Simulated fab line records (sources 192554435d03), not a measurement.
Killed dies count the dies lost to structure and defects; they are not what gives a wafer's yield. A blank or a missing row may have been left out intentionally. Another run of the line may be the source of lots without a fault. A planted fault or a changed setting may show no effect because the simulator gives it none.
fab line records	flow n5Finfet
record: lots: 24	wafers: 72	lastDay: 21
route steps=1938 shown BEOL_M4@1043
lots untouched by any fault: they come from a run of this same line in which no faults occurred
startH: start of the lot's first displayed wafer, in hours after the record's first day	waitH: hours elapsed since this lot's preceding step	" unchanged from the row above	L1.1+2: several wafers, shown together as one row	- no value, or no start was given	* or withheld: withheld	< > ~ a bound
route shown NAME@n: a module of which the file shows steps, and the number in the route of the first	usual: mean/standard deviation of fault-free wafers	same: alike in all rows	chamber/n: place in a boat	sites: each site's reading	_std_site: their standard deviation	_edge_site: inner sites' mean taken away from outer sites' mean	radiusMm: how far each site lies from the wafer's centre	mask NAME#n: copy n	behind: the last tool/chamber to shape the wafer	hold: cause of the lot's hold/its duration in hours/its outcome	device: which transistor (n, p or np) failed to switch	end of line: tests of these same wafers at the route's end	a step without rows: its recipe alone	killed: dies that structure and defects cost at the first sort, which is not the same as the wafer's yield	map: the dies of a wafer, with x for killed, . for not killed, _ for no die there
set.NAME: the setting that was run; set.NAME@STEP: the one run at that earlier step	model.NAME: the simulator's own value behind a step, which no gauge read
a sample of lots followed through the steps of the route, with each step as a table and each wafer as a row
services: when a tool's chamber went out of use (startH, in hours from the record's first day, below 0 if earlier), for how many hours, and the reason
== steps ==
step: N5_BEOL_M4_STRIP_66
recipe: chemistry: CF4	resist: SiARC	powerW: 300	biasPowerW: 75	pressureMtorr: 50	cf4FlowSccm: 150	rfFrequencyHz: 6e+07
usual: drypumpMotorCurrentA: 5.5/0.51	oesProductAu: 0.78/0.078	rfVppV: 271.0/1.3	showerheadPlenumPTorr: 1.79/0.04	throttleValvePct: 13.41/0.18
lot.wafer	tool	chamber	startH	waitH	drypumpMotorCurrentA	oesProductAu	rfHoursCounterH	rfVppV	showerheadPlenumPTorr	throttleValvePct
L074.3	rieDiel-01	3	192.66	0.0	5.6	0.83	61	269.2	1.76	13.27
L074.4	"	0	"	"	5.5	0.71	193	272.5	1.78	13.68
L074.6	"	0	"	"	5.5	0.71	-	271.2	1.78	13.68
L075.1	rieDiel-05	3	196.78	0.0	5.2	0.93	19	271.2	1.77	13.32
L075.3	"	1	"	"	6.4	0.86	37	270.4	1.77	13.21
L075.6	"	2	"	"	5.4	0.76	-	271.0	1.80	13.29
L076.1	rieDiel-05	3	213.61	0.0	5.2	0.92	25	270.4	1.77	13.33
L076.4	"	0	"	"	5.3	0.78	108	273.0	1.82	13.55
L076.6	"	0	"	"	5.2	0.78	-	270.9	1.82	13.55
L077.3	rieDiel-05	3	218.14	0.0	5.2	0.91	26	271.6	1.77	13.35
L077.5	"	2	"	"	5.4	0.75	-	270.6	1.80	13.31
L077.6	"	3	"	"	5.3	0.91	-	269.8	1.77	13.32
L080.2	rieDiel-01	3	231.12	0.0	5.6	0.83	73	268.7	1.76	13.30
L080.3	"	1	"	"	5.0	0.73	176	273.1	1.84	13.48
L080.5	"	0	"	"	5.5	0.70	-	271.1	1.78	13.71
L081.1	rieDiel-01	3	231.83	0.0	5.7	0.83	73	269.4	1.76	13.31
L081.2	"	1	"	"	5.1	0.73	176	270.0	1.84	13.49
L081.5	"	2	"	"	5.2	0.68	-	269.5	1.70	13.57
L079.2	rieDiel-04	1	232.07	0.0	6.3	0.86	47	271.6	1.81	13.48
L079.3	"	0	"	"	5.7	0.66	243	270.7	1.76	13.61
L079.4	"	3	"	"	6.6	0.70	221	272.4	1.85	13.57
L078.2	rieDiel-05	2	239.79	0.0	5.4	0.74	155	270.9	1.79	13.32
L078.4	"	1	"	"	6.4	0.84	50	270.6	1.76	13.24
L078.6	"	1	"	"	6.4	0.84	-	271.1	1.76	13.22
L083.2	rieDiel-05	0	245.43	0.0	5.3	0.77	119	269.6	1.82	13.57
L083.3	"	2	"	"	5.4	0.74	157	271.9	1.79	13.33
L083.4	"	1	"	"	6.4	0.84	52	269.7	1.76	13.27
L082.2	rieDiel-05	2	251.47	0.0	5.3	0.74	159	270.5	1.79	13.34
L082.5	"	0	"	"	5.3	0.77	-	270.7	1.82	13.58
L082.6	"	1	"	"	6.4	0.83	-	270.4	1.76	13.26
L085.1	rieDiel-04	2	257.42	0.0	4.9	0.73	166	269.6	1.77	13.23
L085.2	"	1	"	"	6.4	0.84	56	270.8	1.81	13.52
L085.3	"	3	"	"	6.6	0.70	230	272.5	1.84	13.60
L084.2	rieDiel-01	3	257.64	0.0	5.6	0.81	87	272.1	1.75	13.32
L084.4	"	2	"	"	5.2	0.97	0	271.7	1.91	13.02
L084.5	"	0	"	"	5.5	0.69	-	271.2	1.77	13.73
L086.3	rieDiel-01	2	259.77	0.0	5.3	0.95	1	272.7	1.91	13.05
L086.4	"	0	"	"	5.5	0.69	220	270.1	1.77	13.73
L086.5	"	1	"	"	5.0	0.72	-	272.3	1.83	13.53
L088.3	rieDiel-01	3	266.25	0.0	5.6	0.80	90	271.0	1.75	13.34
L088.5	"	1	"	"	5.1	0.71	-	272.7	1.83	13.52
L088.6	"	2	"	"	5.2	0.95	-	271.8	1.91	13.04
L089.2	rieDiel-01	2	268.92	0.0	5.2	0.94	5	275.5	1.91	13.04
L089.4	"	2	"	"	5.2	0.93	-	275.1	1.91	13.05
L089.6	"	1	"	"	5.0	0.71	-	273.9	1.83	13.52
L087.2	rieDiel-05	2	284.06	0.0	5.4	0.73	172	271.0	1.79	13.37
L087.3	"	3	"	"	5.3	0.87	51	269.4	1.77	13.41
L087.5	"	3	"	"	5.3	0.88	-	268.3	1.77	13.39
L091.1	rieDiel-04	2	289.30	0.0	4.9	0.72	182	272.2	1.77	13.27
L091.2	"	3	"	"	6.6	0.68	246	271.9	1.84	13.63
L091.4	"	0	"	"	5.7	0.94	6	271.4	1.76	13.11
L090.2	rieDiel-05	0	303.91	0.0	5.2	0.75	139	271.4	1.81	13.61
L090.4	"	3	"	"	5.2	0.86	56	271.3	1.76	13.41
L090.5	"	3	"	"	5.3	0.86	-	270.2	1.76	13.41
L093.1	rieDiel-04	2	307.79	0.0	4.9	0.71	188	269.2	1.77	13.28
L093.5	"	2	"	"	4.9	0.71	-	269.7	1.77	13.28
L093.6	"	0	"	"	5.7	0.92	-	271.7	1.76	13.14
L092.1	rieDiel-05	2	312.33	0.0	5.4	0.72	181	270.5	1.79	13.38
L092.4	"	0	"	"	5.2	0.75	143	272.0	1.81	13.64
L092.6	"	1	"	"	6.4	0.81	-	269.9	1.76	13.30
L094.2	rieDiel-01	1	327.80	0.0	5.1	0.69	216	273.0	1.82	13.57
L094.3	"	0	"	"	5.5	0.67	243	269.4	1.77	13.79
L094.4	"	3	"	"	5.6	0.78	114	268.9	1.75	13.39
L097.1	rieDiel-05	3	337.09	0.0	5.2	0.85	69	269.2	1.76	13.44
L097.2	"	1	"	"	6.4	0.80	87	270.3	1.75	13.35
L097.4	"	2	"	"	5.4	0.72	190	270.8	1.79	13.42
L095.2	rieDiel-05	0	344.93	0.0	5.3	0.74	155	270.7	1.81	13.65
L095.3	"	1	"	"	6.4	0.79	88	272.4	1.75	13.32
L095.5	"	2	"	"	5.4	0.71	-	269.7	1.78	13.41
L096.2	rieDiel-04	1	348.83	0.0	6.4	0.79	95	270.6	1.80	13.59
L096.3	"	0	"	"	5.7	0.88	30	271.4	1.75	13.16
L096.4	"	2	"	"	4.9	0.70	206	272.2	1.76	13.33
step: N5_BEOL_M4_SPUTTER_48
recipe: material: Cu	targetThkA: 45	tempC: -20	chamberPressurePa: 0.07	powerW: withheld	timeS: 8.29
usual: susceptorTempC: -20.01/0.1	throttleValvePct: 30.3/0.72
lot.wafer	tool	chamber	startH	waitH	susceptorTempC	throttleValvePct
L075.1	pvdSputter-02	-	225.18	0.3	-19.92	29.4
L075.3	"	-	"	"	-20.01	30.3
L075.6	"	-	"	"	-20.01	30.2
L074.3	pvdSputter-02	-	227.84	0.2	-20.02	30.3
L074.4	"	-	"	"	-20.07	30.9
L074.6	"	-	"	"	-20.04	29.6
L076.1	pvdSputter-03	-	242.44	0.3	-19.93	30.4
L076.4	"	-	"	"	-20.19	30.1
L076.6	"	-	"	"	-20.13	29.4
L077.3	pvdSputter-03	-	251.88	0.4	-20.05	30.7
L077.5	"	-	"	"	-19.89	29.2
L077.6	"	-	"	"	-20.22	31.9
L080.2	pvdSputter-02	-	262.66	0.1	-19.96	30.2
L080.3	"	-	"	"	-20.04	29.8
L080.5	"	-	"	"	-19.99	30.9
L081.1	pvdSputter-03	-	262.96	0.1	-20.03	31.7
L081.2	"	-	"	"	-20.07	30.7
L081.5	"	-	"	"	-20.01	30.6
L079.2	pvdSputter-02	-	270.10	1.5	-19.98	30.4
L079.3	"	-	"	"	-19.83	30.6
L079.4	"	-	"	"	-20.12	30.4
L078.2	pvdSputter-03	-	279.41	1.2	-20.00	29.1
L078.4	"	-	"	"	-20.29	30.7
L078.6	"	-	"	"	-20.02	29.9
L083.2	pvdSputter-02	-	280.28	0.2	-19.98	29.9
L083.3	"	-	"	"	-19.98	30.3
L083.4	"	-	"	"	-19.98	30.3
L082.2	pvdSputter-03	-	281.85	0.4	-19.99	30.9
L082.5	"	-	"	"	-20.08	30.8
L082.6	"	-	"	"	-20.03	30.1
L085.1	pvdSputter-01	-	291.45	0.1	-20.10	30.2
L085.2	"	-	"	"	-20.00	30.8
L085.3	"	-	"	"	-19.96	30.8
L086.3	pvdSputter-03	-	297.35	0.1	-20.04	30.3
L086.4	"	-	"	"	-20.14	29.5
L086.5	"	-	"	"	-19.90	29.3
L084.2	pvdSputter-01	-	309.68	0.3	-20.27	30.4
L084.4	"	-	"	"	-19.80	30.6
L084.5	"	-	"	"	-20.03	29.9
L088.3	pvdSputter-02	-	312.78	0.2	-20.13	30.1
L088.5	"	-	"	"	-20.03	30.0
L088.6	"	-	"	"	-19.97	30.0
L089.2	pvdSputter-03	-	314.29	1.5	-20.03	31.9
L089.4	"	-	"	"	-19.98	30.7
L089.6	"	-	"	"	-19.99	29.2
L087.2	pvdSputter-03	-	320.25	1.8	-19.88	30.1
L087.3	"	-	"	"	-19.77	30.7
L087.5	"	-	"	"	-20.01	30.0
L091.1	pvdSputter-03	-	324.03	0.2	-20.05	30.2
L091.2	"	-	"	"	-19.92	29.1
L091.4	"	-	"	"	-20.19	31.7
L090.2	pvdSputter-02	-	337.20	0.4	-19.96	30.3
L090.4	"	-	"	"	-19.98	29.6
L090.5	"	-	"	"	-20.11	31.0
L093.1	pvdSputter-02	-	345.26	1.0	-20.07	31.1
L093.5	"	-	"	"	-19.98	30.8
L093.6	"	-	"	"	-20.07	29.4
L094.2	pvdSputter-03	-	348.04	0.2	-19.90	30.5
L094.3	"	-	"	"	-19.93	29.1
L094.4	"	-	"	"	-19.95	30.1
L092.1	pvdSputter-01	-	348.22	0.2	-20.02	30.3
L092.4	"	-	"	"	-19.95	31.0
L092.6	"	-	"	"	-19.92	30.9
L096.2	pvdSputter-03	-	364.66	0.2	-19.97	30.5
L096.3	"	-	"	"	-20.09	29.2
L096.4	"	-	"	"	-20.13	30.1
L097.1	pvdSputter-02	-	372.48	0.1	-19.91	30.9
L097.2	"	-	"	"	-20.04	29.5
L097.4	"	-	"	"	-19.84	30.0
L095.2	pvdSputter-02	-	399.71	0.1	-20.14	30.1
L095.3	"	-	"	"	-20.24	30.1
L095.5	"	-	"	"	-19.97	30.9
step: N5_BEOL_M4_ANNEAL_80
recipe: tempC: 400	timeS: 240	ambient: vacuum
usual: heaterPowerW: 829/90	susceptorTempC: 400.03/0.21
lot.wafer	tool	chamber	startH	waitH	heaterPowerW	susceptorTempC
L075.1	pvdSputter-02	-	225.48	0.0	981	400.01
L075.3	"	-	"	"	1027	399.97
L075.6	"	-	"	"	783	400.13
L074.3	pvdSputter-02	-	228.14	0.0	984	399.97
L074.4	"	-	"	"	775	399.76
L074.6	"	-	"	"	975	400.25
L076.1	pvdSputter-03	-	242.74	0.0	718	400.37
L076.4	"	-	"	"	800	400.14
L076.6	"	-	"	"	800	400.12
L077.3	pvdSputter-03	-	254.48	0.0	743	400.29
L077.5	"	-	"	"	801	399.76
L077.6	"	-	"	"	742	400.58
L080.2	pvdSputter-02	-	262.96	0.0	1016	400.12
L080.3	"	-	"	"	981	399.85
L080.5	"	-	"	"	764	400.04
L081.1	pvdSputter-03	-	263.26	0.0	735	400.08
L081.2	"	-	"	"	745	400.07
L081.5	"	-	"	"	737	400.09
L079.2	pvdSputter-02	-	270.40	0.0	793	400.15
L079.3	"	-	"	"	766	399.80
L079.4	"	-	"	"	1014	400.06
L078.2	pvdSputter-03	-	279.71	0.0	811	400.05
L078.4	"	-	"	"	745	399.70
L078.6	"	-	"	"	812	400.09
L083.2	pvdSputter-02	-	280.58	0.0	957	399.89
L083.3	"	-	"	"	799	400.07
L083.4	"	-	"	"	1015	399.56
L082.2	pvdSputter-03	-	282.15	0.0	747	400.12
L082.5	"	-	"	"	737	399.91
L082.6	"	-	"	"	807	400.19
L085.1	pvdSputter-01	-	291.75	0.0	836	400.15
L085.2	"	-	"	"	788	400.19
L085.3	"	-	"	"	846	400.08
L086.3	pvdSputter-03	-	297.65	0.0	744	399.78
L086.4	"	-	"	"	799	400.10
L086.5	"	-	"	"	805	400.19
L084.2	pvdSputter-01	-	309.98	0.0	831	399.60
L084.4	"	-	"	"	833	399.72
L084.5	"	-	"	"	819	400.14
L088.3	pvdSputter-02	-	313.08	0.0	798	400.09
L088.5	"	-	"	"	781	399.87
L088.6	"	-	"	"	1033	400.05
L089.2	pvdSputter-03	-	314.59	0.0	762	399.98
L089.4	"	-	"	"	742	400.36
L089.6	"	-	"	"	778	399.90
L087.2	pvdSputter-03	-	320.55	0.0	807	399.83
L087.3	"	-	"	"	737	399.99
L087.5	"	-	"	"	823	399.80
L091.1	pvdSputter-03	-	324.33	0.0	828	400.27
L091.2	"	-	"	"	818	399.81
L091.4	"	-	"	"	748	399.96
L090.2	pvdSputter-02	-	337.50	0.0	770	399.95
L090.4	"	-	"	"	968	399.61
L090.5	"	-	"	"	781	399.84
L093.1	pvdSputter-02	-	345.56	0.0	780	399.66
L093.5	"	-	"	"	773	399.69
L093.6	"	-	"	"	973	400.33
L094.2	pvdSputter-03	-	348.34	0.0	726	400.07
L094.3	"	-	"	"	797	400.00
L094.4	"	-	"	"	800	399.66
L092.1	pvdSputter-01	-	348.52	0.0	835	400.00
L092.4	"	-	"	"	817	399.94
L092.6	"	-	"	"	809	400.23
L096.2	pvdSputter-03	-	364.96	0.0	728	400.00
L096.3	"	-	"	"	816	399.94
L096.4	"	-	"	"	826	400.30
L097.1	pvdSputter-02	-	372.78	0.0	780	400.20
L097.2	"	-	"	"	984	399.97
L097.4	"	-	"	"	775	399.88
L095.2	pvdSputter-02	-	400.01	0.0	808	400.06
L095.3	"	-	"	"	1024	400.00
L095.5	"	-	"	"	764	400.41
step: N5_BEOL_M4_ANNEAL_51
recipe: tempC: 225	timeS: 90	ambient: N2
usual: annealTempCMax: 226.1/0.33	wafer_temp_C_max: 225.95/0.25
lot.wafer	tool	chamber	startH	waitH	annealTempCMax	wafer_temp_C_max
L075.1	rtpAnneal-02	0	227.14	0.1	225.8	226.07
L075.3	"	0	"	"	225.8	225.84
L075.6	"	0	"	"	226.1	225.62
L074.3	rtpAnneal-01	0	229.89	0.1	226.4	226.10
L074.4	"	0	"	"	226.3	225.83
L074.6	"	0	"	"	226.5	225.78
L076.1	rtpAnneal-01	0	244.39	0.1	226.3	225.99
L076.4	"	0	"	"	226.2	226.00
L076.6	"	0	"	"	226.2	226.30
L077.3	rtpAnneal-02	0	256.22	0.1	225.6	225.87
L077.5	"	0	"	"	225.9	226.22
L077.6	"	0	"	"	225.7	226.39
L080.2	rtpAnneal-01	0	264.66	0.1	225.9	225.87
L080.3	"	0	"	"	226.3	225.95
L080.5	"	0	"	"	226.2	226.21
L081.1	rtpAnneal-02	0	264.91	0.1	225.6	226.25
L081.2	"	0	"	"	225.7	226.12
L081.5	"	0	"	"	225.8	226.21
L079.2	rtpAnneal-02	0	272.10	0.1	225.8	225.71
L079.3	"	0	"	"	225.7	224.99
L079.4	"	0	"	"	225.8	225.93
L078.2	rtpAnneal-01	0	281.41	0.1	226.3	225.60
L078.4	"	0	"	"	226.5	226.56
L078.6	"	0	"	"	226.2	225.87
L083.2	rtpAnneal-02	0	282.35	0.2	226.2	225.88
L083.3	"	0	"	"	226.3	225.71
L083.4	"	0	"	"	225.9	225.59
L082.2	rtpAnneal-02	0	283.85	0.1	226.0	225.81
L082.5	"	0	"	"	225.7	225.75
L082.6	"	0	"	"	225.7	225.78
L085.1	rtpAnneal-01	0	293.45	0.1	226.5	226.11
L085.2	"	0	"	"	225.8	226.02
L085.3	"	0	"	"	226.1	226.52
L086.3	rtpAnneal-02	0	299.40	0.1	225.9	226.32
L086.4	"	0	"	"	226.3	225.91
L086.5	"	0	"	"	226.0	225.93
L084.2	rtpAnneal-02	0	311.78	0.1	226.0	225.64
L084.4	"	0	"	"	225.8	225.84
L084.5	"	0	"	"	226.1	226.07
L088.3	rtpAnneal-01	0	315.23	0.5	226.6	225.84
L088.5	"	0	"	"	226.5	226.21
L088.6	"	0	"	"	226.5	225.91
L089.2	rtpAnneal-02	0	316.29	0.1	225.7	226.06
L089.4	"	0	"	"	225.8	226.31
L089.6	"	0	"	"	225.4	226.17
L087.2	rtpAnneal-01	0	322.25	0.1	226.3	225.96
L087.3	"	0	"	"	226.3	225.51
L087.5	"	0	"	"	226.2	225.85
L091.1	rtpAnneal-01	0	325.99	0.1	226.3	226.31
L091.2	"	0	"	"	226.3	226.31
L091.4	"	0	"	"	226.9	226.09
L090.2	rtpAnneal-02	0	341.52	2.4	225.9	225.87
L090.4	"	0	"	"	225.7	226.05
L090.5	"	0	"	"	225.9	225.96
L093.1	rtpAnneal-02	0	347.22	0.1	225.6	225.99
L093.5	"	0	"	"	226.1	225.98
L093.6	"	0	"	"	225.8	226.18
L094.2	rtpAnneal-01	0	350.15	0.2	226.4	225.88
L094.3	"	0	"	"	226.3	225.97
L094.4	"	0	"	"	226.1	225.88
L092.1	rtpAnneal-02	0	350.18	0.1	226.1	225.70
L092.4	"	0	"	"	226.2	225.90
L092.6	"	0	"	"	226.3	225.77
L096.2	rtpAnneal-02	0	366.67	0.1	226.0	225.95
L096.3	"	0	"	"	226.1	226.04
L096.4	"	0	"	"	226.0	226.03
L097.1	rtpAnneal-01	0	374.44	0.1	226.5	225.91
L097.2	"	0	"	"	225.9	225.68
L097.4	"	0	"	"	226.3	226.16
L095.2	rtpAnneal-01	0	401.71	0.1	226.2	225.59
L095.3	"	0	"	"	226.3	225.85
L095.5	"	0	"	"	226.5	225.60
step: N5_BEOL_M4_PRE_CLEAN_60
recipe: gas: NH3/H2	timeS: 15	tempC: *	rfPowerW: 300
usual: heaterPowerW: 103/21	susceptorTempC: *
lot.wafer	tool	chamber	startH	waitH	heaterPowerW	susceptorTempC
L075.1	cvdCo-01	2	227.76	0.0	85	*
L075.3	"	1	"	"	98	*
L075.6	"	1	"	"	99	*
L074.3	cvdCo-02	1	230.52	0.0	135	*
L074.4	"	1	"	"	135	*
L074.6	"	2	"	"	113	*
L076.1	cvdCo-02	0	245.02	0.0	88	*
L076.4	"	0	"	"	91	*
L076.6	"	1	"	"	137	*
L077.3	cvdCo-02	1	256.76	0.0	135	*
L077.5	"	2	"	"	117	*
L077.6	"	1	"	"	133	*
L080.2	cvdCo-02	0	265.24	0.0	88	*
L080.3	"	1	"	"	135	*
L080.5	"	0	"	"	86	*
L081.1	cvdCo-02	2	265.54	0.0	115	*
L081.2	"	0	"	"	88	*
L081.5	"	1	"	"	138	*
L079.2	cvdCo-01	1	272.68	0.0	99	*
L079.3	"	0	"	"	64	*
L079.4	"	0	"	"	64	*
L078.2	cvdCo-01	0	282.01	0.0	64	*
L078.4	"	1	"	"	102	*
L078.6	"	0	"	"	64	*
L083.2	cvdCo-02	1	282.93	0.0	133	*
L083.3	"	2	"	"	114	*
L083.4	"	1	"	"	134	*
L082.2	cvdCo-01	0	284.70	0.3	64	*
L082.5	"	1	"	"	100	*
L082.6	"	2	"	"	87	*
L085.1	cvdCo-02	0	294.08	0.0	88	*
L085.2	"	2	"	"	114	*
L085.3	"	1	"	"	137	*
L086.3	cvdCo-02	1	299.94	0.0	134	*
L086.4	"	0	"	"	86	*
L086.5	"	1	"	"	134	*
L084.2	cvdCo-02	0	312.37	0.0	90	*
L084.4	"	2	"	"	117	*
L084.5	"	1	"	"	130	*
L088.3	cvdCo-02	1	315.77	0.0	131	*
L088.5	"	0	"	"	89	*
L088.6	"	1	"	"	132	*
L089.2	cvdCo-01	1	316.88	0.0	99	*
L089.4	"	2	"	"	87	*
L089.6	"	1	"	"	101	*
L087.2	cvdCo-02	2	322.84	0.0	115	*
L087.3	"	1	"	"	131	*
L087.5	"	1	"	"	134	*
L091.1	cvdCo-02	2	326.62	0.0	115	*
L091.2	"	0	"	"	87	*
L091.4	"	0	"	"	89	*
L090.2	cvdCo-02	0	342.10	0.0	88	*
L090.4	"	2	"	"	113	*
L090.5	"	2	"	"	113	*
L093.1	cvdCo-01	1	348.32	0.5	103	*
L093.5	"	1	"	"	103	*
L093.6	"	2	"	"	89	*
L094.2	cvdCo-01	2	350.73	0.0	87	*
L094.3	"	1	"	"	100	*
L094.4	"	2	"	"	88	*
L092.1	cvdCo-02	0	350.81	0.0	89	*
L092.4	"	2	"	"	116	*
L092.6	"	2	"	"	114	*
L096.2	cvdCo-01	2	367.37	0.2	91	*
L096.3	"	0	"	"	63	*
L096.4	"	1	"	"	100	*
L097.1	cvdCo-02	0	375.06	0.0	89	*
L097.2	"	1	"	"	127	*
L097.4	"	0	"	"	88	*
L095.2	cvdCo-02	0	402.29	0.0	89	*
L095.3	"	1	"	"	128	*
L095.5	"	0	"	"	91	*
step: N5_BEOL_M4_DEP_57
recipe: material: SiCN	targetThkA: 80	tempC: withheld	precursor: 3MS/NH3	pressureTorr: 3	rfW: 202	timeS: 14
usual: showerheadPlenumPTorr: 3.660/0.013	showerheadVppV: 892/35	throttleValvePct: 8.9/0.53
lot.wafer	tool	chamber	startH	waitH	showerheadPlenumPTorr	showerheadVppV	throttleValvePct
L075.1	pecvd-03	1	227.93	0.0	3.680	875	9.7
L075.3	"	1	"	"	3.661	881	9.5
L075.6	"	1	"	"	3.657	872	9.7
L074.3	pecvd-02	0	230.67	0.0	3.659	925	8.6
L074.4	"	2	"	"	3.662	835	8.1
L074.6	"	0	"	"	3.659	924	9.0
L076.1	pecvd-02	1	245.18	0.0	3.671	926	9.5
L076.4	"	2	"	"	3.658	844	8.3
L076.6	"	1	"	"	3.672	925	9.4
L077.3	pecvd-03	0	256.92	0.0	3.671	868	9.0
L077.5	"	0	"	"	3.662	872	8.9
L077.6	"	1	"	"	3.667	893	9.7
L080.2	pecvd-01	0	265.40	0.0	3.641	847	9.6
L080.3	"	2	"	"	3.638	878	8.4
L080.5	"	0	"	"	3.634	855	9.6
L081.1	pecvd-03	0	265.70	0.0	3.664	859	8.9
L081.2	"	1	"	"	3.674	903	9.5
L081.5	"	2	"	"	3.656	948	8.1
L079.2	pecvd-02	2	272.84	0.0	3.651	846	8.4
L079.3	"	0	"	"	3.648	915	9.0
L079.4	"	1	"	"	3.673	924	9.2
L078.2	pecvd-01	2	282.18	0.0	3.646	862	8.5
L078.4	"	1	"	"	3.678	891	9.4
L078.6	"	1	"	"	3.682	887	9.4
L083.2	pecvd-03	1	283.16	0.0	3.672	878	9.3
L083.3	"	2	"	"	3.652	952	8.0
L083.4	"	1	"	"	3.670	891	9.4
L082.2	pecvd-03	1	284.86	0.0	3.673	902	9.6
L082.5	"	1	"	"	3.666	885	9.5
L082.6	"	2	"	"	3.657	954	8.0
L085.1	pecvd-03	0	294.24	0.0	3.663	864	9.0
L085.2	"	1	"	"	3.668	879	9.7
L085.3	"	2	"	"	3.639	940	8.3
L086.3	pecvd-03	1	300.09	0.0	3.664	899	9.6
L086.4	"	0	"	"	3.664	873	9.0
L086.5	"	2	"	"	3.646	926	8.0
L084.2	pecvd-03	2	312.53	0.0	3.643	946	8.1
L084.4	"	1	"	"	3.660	893	9.5
L084.5	"	0	"	"	3.666	867	8.8
L088.3	pecvd-01	1	315.92	0.0	3.683	894	9.2
L088.5	"	1	"	"	3.684	900	9.3
L088.6	"	0	"	"	3.640	850	9.5
L089.2	pecvd-01	1	317.03	0.0	3.689	901	9.5
L089.4	"	1	"	"	3.683	886	9.3
L089.6	"	2	"	"	3.638	876	8.5
L087.2	pecvd-02	2	322.99	0.0	3.656	826	8.4
L087.3	"	1	"	"	3.683	937	9.4
L087.5	"	2	"	"	3.664	835	8.0
L091.1	pecvd-02	1	326.77	0.0	3.661	915	9.3
L091.2	"	2	"	"	3.654	823	8.4
L091.4	"	2	"	"	3.654	826	8.3
L090.2	pecvd-02	1	342.31	0.0	3.673	933	9.2
L090.4	"	2	"	"	3.655	822	8.3
L090.5	"	0	"	"	3.650	924	8.9
L093.1	pecvd-02	0	348.53	0.0	3.660	921	9.2
L093.5	"	0	"	"	3.653	914	8.9
L093.6	"	1	"	"	3.675	928	9.2
L094.2	pecvd-03	2	350.94	0.0	3.649	934	8.3
L094.3	"	1	"	"	3.669	884	9.6
L094.4	"	2	"	"	3.643	937	8.5
L092.1	pecvd-01	0	351.02	0.0	3.647	841	9.6
L092.4	"	0	"	"	3.639	842	9.6
L092.6	"	1	"	"	3.677	896	9.1
L096.2	pecvd-01	0	367.54	0.0	3.645	848	9.6
L096.3	"	1	"	"	3.675	903	9.3
L096.4	"	0	"	"	3.641	848	9.8
L097.1	pecvd-03	2	375.23	0.0	3.652	940	7.8
L097.2	"	1	"	"	3.672	882	9.2
L097.4	"	1	"	"	3.666	879	9.2
L095.2	pecvd-03	1	402.45	0.0	3.659	873	9.7
L095.3	"	2	"	"	3.646	943	8.2
L095.5	"	2	"	"	3.648	922	8.2
== services ==
tool	chamber	startH	hours	kind
pvdSputter-03	-	175.65	1.1	repair
rieDiel-05	-	177.06	2.8	pm
cvdCo-01	2	182.14	16.5	repair
pvdSputter-02	-	184.70	1.4	repair
rieDiel-05	-	188.93	0.2	repair
rieDiel-04	3	206.48	9.8	repair
rieDiel-01	0	208.40	5.3	repair
rieDiel-05	-	208.65	0.6	repair
rtpAnneal-02	-	219.09	5.3	pm
rieDiel-01	3	226.33	4.3	repair
rieDiel-05	1	232.14	1.4	repair
pecvd-03	2	238.13	4.2	repair
pecvd-03	-	251.82	0.4	repair
cvdCo-02	0	276.78	11.1	repair
cvdCo-01	2	308.57	5.2	repair
cvdCo-02	1	333.33	-	clean
cvdCo-02	1	333.33	22.0	scheduledDown
cvdCo-02	1	333.33	22.0	ventCycle
rtpAnneal-01	-	337.03	5.9	pm
cvdCo-01	0	340.67	19.2	repair
cvdCo-02	-	360.18	14.6	pm
rieDiel-04	2	364.60	12.6	repair
rieDiel-01	3	395.29	4.1	repair
pecvd-02	-	400.28	6.0	pm
== key ==
fault none
